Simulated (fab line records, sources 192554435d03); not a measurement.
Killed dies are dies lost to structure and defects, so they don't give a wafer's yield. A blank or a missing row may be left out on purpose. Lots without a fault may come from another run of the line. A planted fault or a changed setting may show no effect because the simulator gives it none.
A struck lot beside a sound one | flow n5_finfet | 15 steps out of a route of 1938
Sound: wafers L777.2, L777.4, L777.5. Struck: wafer L787.4. (L787.3, L787.5 of the same lot were not struck and are left out.) The cause comes at the end.
At each step with rows: each side's tool, then ch and its chambers, then its first start. Under that, the readings that differ: sound wafers | struck wafers | difference of the means | sigmas: that difference in standard deviations of wafers without a fault.
alike: readings whose means differ by less than 2 such deviations, and words and numbers that are the same on both sides. not compared: withheld readings, readings that some wafer has no value for, bounds like >300 that may hide the same value, and numbers for which the record gives no deviation and whose values overlap.
The two part at a step that has a row with sigmas, a row that says differs or no value, or rows on one side only. Numbers that don't overlap but have no deviation are shown without sigmas and don't part them. A reading that every wafer of one side lacks parts them only if that side has two wafers or more.

first, 1 step without rows for these wafers: N5_FIN_SAQP_STRIP_74 (strips in CHF3/O2).
N5_FIN_SAQP_MANDREL_ETCH_22: etches a-Si in HBr/Cl2, stops on SiNx, target depth 60 nm, bt time 10 s, time 30 s.
  sound on rie_si-01 ch 0,1, day 2 22:32; struck on rie_si-06 ch 2, day 5 10:09
  alike: drypump_motor_current_A, mfc_cl2_sccm, oes_product_au, rf_fwd_power_W, throttle_valve_pct
  not compared: rf_hours_counter_h
then, 3 steps without rows for these wafers: N5_FIN_SAQP_STRIP_55 (strips in N2/H2); N5_FIN_SAQP_STRIP_23 (strips in SPM, time 750 s); N5_FIN_SAQP_SRD_66 (time 30 s).
N5_FIN_SAQP_RECESS_75: chemistry HF/NH3, target SiO2, target depth 14.4 nm, afs cycles 3, sublimation time 60 s.
  sound on vapor_etch-02 ch 1, day 2 22:59; struck on vapor_etch-01 ch 1, day 5 10:43
  reading                     | sound       | struck | difference | sigmas
  drypump_motor_current_A (A) | 5.1 5.1 5.1 | 5.9    | +0.8       | +2
  alike: foreline_p_Torr
then, 1 step without rows for these wafers: N5_FIN_SAQP_SPACER1_ALD_24 (deposits SiO2, target thk 20.3 nm, pulse time 1 s, purge time 2 s).
N5_FIN_SAQP_SPACER1_ETCHBACK_25: etches SiO2 in CHF3/O2, target depth 24.4 nm, time 12.2 s.
  sound on rie_diel-01 ch 0,2,3, day 3 00:05; struck on rie_diel-05 ch 2, day 5 11:43
  alike: drypump_motor_current_A, oes_f_703_au, oes_product_au, rf_vpp_V, showerhead_plenum_p_Torr, throttle_valve_pct
  not compared: rf_hours_counter_h
then, 1 step without rows for these wafers: N5_FIN_SAQP_MANDREL1_REMOVE_56 (chemistry HBr/Cl2/O2, target a-Si, stops on SiNx, bt time 10 s).
N5_FIN_SAQP_CD_MEAS_27: target cd 20 nm.
  sound on cd_sem-01 ch 0, day 3 00:17; struck on cd_sem-02 ch 0, day 5 11:56
  alike: cd_nm
N5_FIN_SAQP_ETCH_57: etches SiNx in CH3F/O2, target depth 32.5 nm, time 46.4 s.
  sound on rie_diel-05 ch 0,1,3, day 3 00:20; struck on rie_diel-01 ch 2, day 5 11:58
  alike: drypump_motor_current_A, etch_rf_on_time_s, oes_f_703_au, oes_product_au, rf_fwd_power_W, rf_vpp_V, showerhead_plenum_p_Torr, throttle_valve_pct
  not compared: rf_hours_counter_h
then, 1 step without rows for these wafers: N5_FIN_SAQP_ETCH_65 (etches SiO2 in CF4, target depth 4 nm, time 4.4 s).
N5_FIN_SAQP_MANDREL_ETCH_58: etches a-Si in HBr/Cl2, stops on SiNx, target depth 45 nm, bt time 10 s, time 27 s.
  sound on rie_si-06 ch 0,1, day 3 00:28; struck on rie_si-06 ch 0, day 5 12:07
  reading            | sound             | struck | difference | sigmas
  rf_fwd_power_W (W) | 794.4 792.1 790.6 | 313.4  | -479.0     | -99 or more
  alike: drypump_motor_current_A, mfc_cl2_sccm, oes_product_au, throttle_valve_pct
  not compared: rf_hours_counter_h
N5_FIN_SAQP_RECESS_63: chemistry HF/NH3, target SiO2, target depth 18 nm, afs cycles 3, sublimation time 60 s.
  sound on vapor_etch-01 ch 0,1, day 3 00:33; struck on vapor_etch-02 ch 0, day 5 12:19
  alike: drypump_motor_current_A, foreline_p_Torr
N5_PASSIVATION_PROBE_49:
  the record has rows for the sound wafers here (prober-02, day 14 19:58) and none for the struck ones

WHERE THEY PART
First at N5_FIN_SAQP_RECESS_75; last, within this record, at N5_PASSIVATION_PROBE_49.

WHY: what the simulator had put in
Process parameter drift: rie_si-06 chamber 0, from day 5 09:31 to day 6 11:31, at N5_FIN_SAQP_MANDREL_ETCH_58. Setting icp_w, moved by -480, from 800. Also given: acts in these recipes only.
